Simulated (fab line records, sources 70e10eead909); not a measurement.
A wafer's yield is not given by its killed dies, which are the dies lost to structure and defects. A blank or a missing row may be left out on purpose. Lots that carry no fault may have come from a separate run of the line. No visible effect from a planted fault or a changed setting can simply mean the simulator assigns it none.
A struck lot beside a sound one | flow nandHarc | 35 steps out of a route of 1302
Sound: the wafers L497.1, L497.2, L497.3. Struck: wafer L506.1. (L506.4, L506.5 of the same lot were not struck and are left out.) The cause comes at the end.
At each step with rows: each side's tool, then ch and its chambers, then its first start. Under that, the readings that differ: sound wafers | struck wafers | difference of the means | sigmas: that difference in standard deviations of wafers without a fault.
alike: readings with means less than 2 such deviations apart, plus words and numbers identical on both sides. not compared: withheld readings, readings lacking a value on some wafer, bounds such as >300 that could conceal the same value, and numbers that have no deviation in the record and whose values overlap.
Wherever a step has rows on one side only, a row that says differs or no value, or a row with sigmas, the two part there. When numbers do not overlap yet have no deviation, they are printed without sigmas and do not part them. A reading that every wafer of one side lacks parts them only if that side has two wafers or more.

first, 11 steps without rows for these wafers: NHARC_THIN_TSV_ETCH_44 (etches the open film in CF4/O2, target depth 1594.2 nm, time 797.1 s); NHARC_THIN_TSV_ETCH_15 (target depth 3000 nm, bosch target overetch cycles 2, bosch etch step 2.8 s); NHARC_THIN_TSV_STRIP_45 (strips in O2); NHARC_THIN_TSV_STRIP_46 (strips in post etch residue remover, time 1200 s); NHARC_THIN_TSV_DEP_47 (deposits SiO2, target thk 200 nm); NHARC_THIN_TSV_ETCHBACK_48 (etches the open film in C4F8/Ar, target depth 1028.5 nm, time 405.17 s); NHARC_THIN_TSV_STRIP_62 (strips in N2/H2, time 20 s); NHARC_THIN_TSV_DEGAS_49 (time 120 s); NHARC_THIN_TSV_PRE_CLEAN_50 (time 30 s); NHARC_THIN_TSV_PVD_19 (deposits TaN, target thk 20 nm); NHARC_THIN_TSV_PVD_51 (deposits Cu, target thk 100 nm).
NHARC_THIN_TSV_ECD_20: material Cu, target thk 2000 nm.
  sound on ecdCu-01 ch 0,1, day 24 13:02; struck on ecdCu-01 ch 0,1, day 28 07:07
then, 22 steps without rows for these wafers: NHARC_THIN_TSV_ANNEAL_52 (time 90 s); NHARC_THIN_TSV_CMP_21 (polishes, t overpolish 30 s, target thk 2000 nm); NHARC_THIN_TSV_SRD_23; NHARC_THIN_TSV_DEGAS_53 (time 60 s); NHARC_THIN_TSV_PRE_CLEAN_54 (time 30 s); NHARC_THIN_TSV_PVD_55 (deposits TiN, target thk 50 nm); NHARC_THIN_TSV_PVD_24 (deposits Al, target thk 800 nm); NHARC_THIN_TSV_DEHYDRATE_25 (time 120 s); NHARC_THIN_TSV_HMDS_26 (time 30 s); NHARC_THIN_TSV_COAT_27; NHARC_THIN_TSV_SOFTBAKE_28 (time 95 s); NHARC_THIN_TSV_EBR_29; NHARC_THIN_TSV_EXPOSE_30 (exposes mask PAD); NHARC_THIN_TSV_PEB_31 (peb time 85 s); NHARC_THIN_TSV_DEVELOP_32 (time 70 s); NHARC_THIN_TSV_HARDBAKE_34 (time 80 s); NHARC_THIN_TSV_DESCUM_35 (chemistry O2, time 3 s); NHARC_THIN_TSV_ETCH_59 (etches the open film in Cl2/BCl3, target depth 880 nm, time 138.1 s); NHARC_THIN_TSV_ETCH_36 (etches the open film in Cl2/BCl3, target depth 65 nm, time 18.571 s); NHARC_THIN_TSV_STRIP_56 (strips in O2); NHARC_THIN_TSV_STRIP_57 (strips in post etch residue remover, time 1200 s); NHARC_THIN_TSV_ANNEAL_58 (time 1800 s).
NHARC_END_SORT_01:
  the record has rows for the struck wafers here (prober-01 ch 0, day 28 19:44) and none for the sound ones

== WHERE THEY PART ==
Within this record, at NHARC_END_SORT_01 only.

WHY: what the simulator had put in
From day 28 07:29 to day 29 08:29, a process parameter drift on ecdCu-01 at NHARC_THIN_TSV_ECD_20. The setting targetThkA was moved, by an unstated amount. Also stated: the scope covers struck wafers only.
